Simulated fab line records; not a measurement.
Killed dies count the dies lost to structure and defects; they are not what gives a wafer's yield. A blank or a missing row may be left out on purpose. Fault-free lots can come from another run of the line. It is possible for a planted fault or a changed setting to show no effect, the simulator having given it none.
Split-lot experiment + flow n5_finfet + 39 wafers read from 7 lots, route of 1938 steps

## ABOUT THE SPLIT
At N5_SD_EPI_N_EPI_21 (deposits Si:P, time 690 s), the setting time_s was moved away from the recipe's 690 s on 12 of the 39 wafers read, by -35.8% to +39.9%. All remaining wafers had this setting at the recipe value.

The split's own step is where the reading is taken.

## THE READING
Si-P_of_SD_EPI_N_EPI_21.thk_nm (the simulator's own value, which no gauge read), in nm, at N5_SD_EPI_N_EPI_21 (deposits Si:P, time 690 s). No usual value for it is given in the file. Average 59.7 nm, standard deviation 0.52 nm, over the 27 wafers here run with the recipe.

| wafer  | tool, chamber at the split | time_s as run, s | against the recipe | Si-P_of_SD_EPI_N_EPI_21.thk_nm, nm | against lot-mates on the recipe |
|--------|----------------------------|------------------|--------------------|------------------------------------|---------------------------------|
| L074.1 | epi_rpcvd-03, 0            | 454.7            | -34.1%             | 41.4                               | -17.4                           |
| L074.2 | epi_rpcvd-03, 0            | 690              | recipe             | 59.2                               | -                               |
| L074.3 | epi_rpcvd-03, 0            | 454.7            | -34.1%             | 41.6                               | -17.2                           |
| L074.4 | epi_rpcvd-03, 0            | 690              | recipe             | 58.4                               | -                               |
| L074.5 | epi_rpcvd-03, 0            | 690              | recipe             | 58.8                               | -                               |
| L074.6 | epi_rpcvd-03, 0            | 454.7            | -34.1%             | 42.2                               | -16.6                           |
| L075.1 | epi_rpcvd-02, 0            | 690              | recipe             | 59.8                               | -                               |
| L075.3 | epi_rpcvd-02, 0            | 690              | recipe             | 59.8                               | -                               |
| L075.2 | epi_rpcvd-02, 0            | 690              | recipe             | 59.6                               | -                               |
| L075.4 | epi_rpcvd-02, 0            | 690              | recipe             | 59.6                               | -                               |
| L075.6 | epi_rpcvd-02, 0            | 690              | recipe             | 59.6                               | -                               |
| L075.5 | epi_rpcvd-02, 0            | 690              | recipe             | 60.4                               | -                               |
| L082.1 | epi_rpcvd-02, 0            | 690              | recipe             | 60.4                               | -                               |
| L082.2 | epi_rpcvd-02, 0            | 690              | recipe             | 60.4                               | -                               |
| L082.4 | epi_rpcvd-02, 0            | 690              | recipe             | 60.4                               | -                               |
| L082.3 | epi_rpcvd-02, 0            | 690              | recipe             | 60.2                               | -                               |
| L082.6 | epi_rpcvd-02, 0            | 690              | recipe             | 60.2                               | -                               |
| L082.5 | epi_rpcvd-02, 0            | 690              | recipe             | 59.8                               | -                               |
| L083.1 | epi_rpcvd-02, 0            | 877.6            | +27.2%             | 70.6                               | +11.5                           |
| L083.2 | epi_rpcvd-02, 0            | 877.6            | +27.2%             | 71                                 | +11.9                           |
| L083.3 | epi_rpcvd-02, 0            | 877.6            | +27.2%             | 70.2                               | +11.1                           |
| L083.4 | epi_rpcvd-02, 0            | 690              | recipe             | 59                                 | -                               |
| L083.5 | epi_rpcvd-02, 0            | 690              | recipe             | 59                                 | -                               |
| L083.6 | epi_rpcvd-02, 0            | 690              | recipe             | 59.4                               | -                               |
| L084.4 | epi_rpcvd-04, 0            | 690              | recipe             | 59.6                               | -                               |
| L084.5 | epi_rpcvd-04, 0            | 690              | recipe             | 59.6                               | -                               |
| L084.6 | epi_rpcvd-04, 0            | 690              | recipe             | 59.4                               | -                               |
| L094.1 | epi_rpcvd-03, 0            | 965.6            | +39.9%             | 75.4                               | +15.7                           |
| L094.2 | epi_rpcvd-03, 0            | 965.6            | +39.9%             | 75.8                               | +16.1                           |
| L094.3 | epi_rpcvd-03, 0            | 690              | recipe             | 60                                 | -                               |
| L094.4 | epi_rpcvd-03, 0            | 690              | recipe             | 59.4                               | -                               |
| L094.5 | epi_rpcvd-03, 0            | 690              | recipe             | 59.8                               | -                               |
| L094.6 | epi_rpcvd-03, 0            | 965.6            | +39.9%             | 76.4                               | +16.7                           |
| L097.1 | epi_rpcvd-03, 0            | 690              | recipe             | 60.4                               | -                               |
| L097.2 | epi_rpcvd-03, 0            | 443.2            | -35.8%             | 41.6                               | -18.5                           |
| L097.3 | epi_rpcvd-03, 0            | 690              | recipe             | 59.6                               | -                               |
| L097.4 | epi_rpcvd-03, 0            | 443.2            | -35.8%             | 41                                 | -19.1                           |
| L097.5 | epi_rpcvd-03, 0            | 443.2            | -35.8%             | 41.2                               | -18.9                           |
| L097.6 | epi_rpcvd-03, 0            | 690              | recipe             | 60.2                               | -                               |

THE FIT
A straight line over all 39 wafers: Si-P_of_SD_EPI_N_EPI_21.thk_nm changes by +0.463 nm for each +1% of time_s; r = +0.99; the points scatter about the line by 1.1 nm.
The same after taking each lot's own level away (the mean of its wafers on the recipe; 39 wafers): +0.462 nm for each +1%; r = +0.99; scatter 0.93 nm.
That fit puts the effect of the largest move of time_s on the reading at 18 nm.
The lots' own levels span 58.80 to 60.23 nm, that is 2.7 times the standard deviation above.
The two slopes are in agreement: the lot-to-lot level therefore moves the slope only a little.
Check: +18.3 nm against its lot-mates is what the line predicts for one of the wafers moved furthest among these (+39.9%) when that wafer is left out of the fit. It came out at +15.7 nm against them.

## FURTHER SPLITS ON THESE WAFERS
These wafers also went through other splits before the reading. Each is held against what the fit with the lots' levels taken away leaves over:
| other split on the same wafers               | wafers away from the commonest value | r with Si-P_of_SD_EPI_N_EPI_21.thk_nm (lot level and that fit taken away) |
|----------------------------------------------|--------------------------------------|---------------------------------------------------------------------------|
| N5_FIN_SAQP_PECVD_47 time_s                  | 12                                   | -0.28                                                                     |
| N5_STI_FIN_REVEAL_ETCHBACK_08 target_depth_a | 12                                   | +0.14                                                                     |

## THE WHOLE CHAIN: every reading that the file lists as answering this split, in the file's order
| step                    | what it does              | reading                                                                         | change (the file's fit)               | r (the file's) |
|-------------------------|---------------------------|---------------------------------------------------------------------------------|---------------------------------------|----------------|
| N5_SD_EPI_N_EPI_21      | deposits Si:P, time 690 s | Si-P_of_SD_EPI_N_EPI_21.thk_nm (the simulator's own value, which no gauge read) | +0.463 nm for each +1% of the setting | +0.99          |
| N5_SD_EPI_N_EPI_MEAS_23 |                           | thk_nm                                                                          | withheld for each +1% of the setting  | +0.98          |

## THE FILE'S OWN FIT
Si-P_of_SD_EPI_N_EPI_21.thk_nm changes by +0.463 nm for each +1% of time_s, r = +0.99.
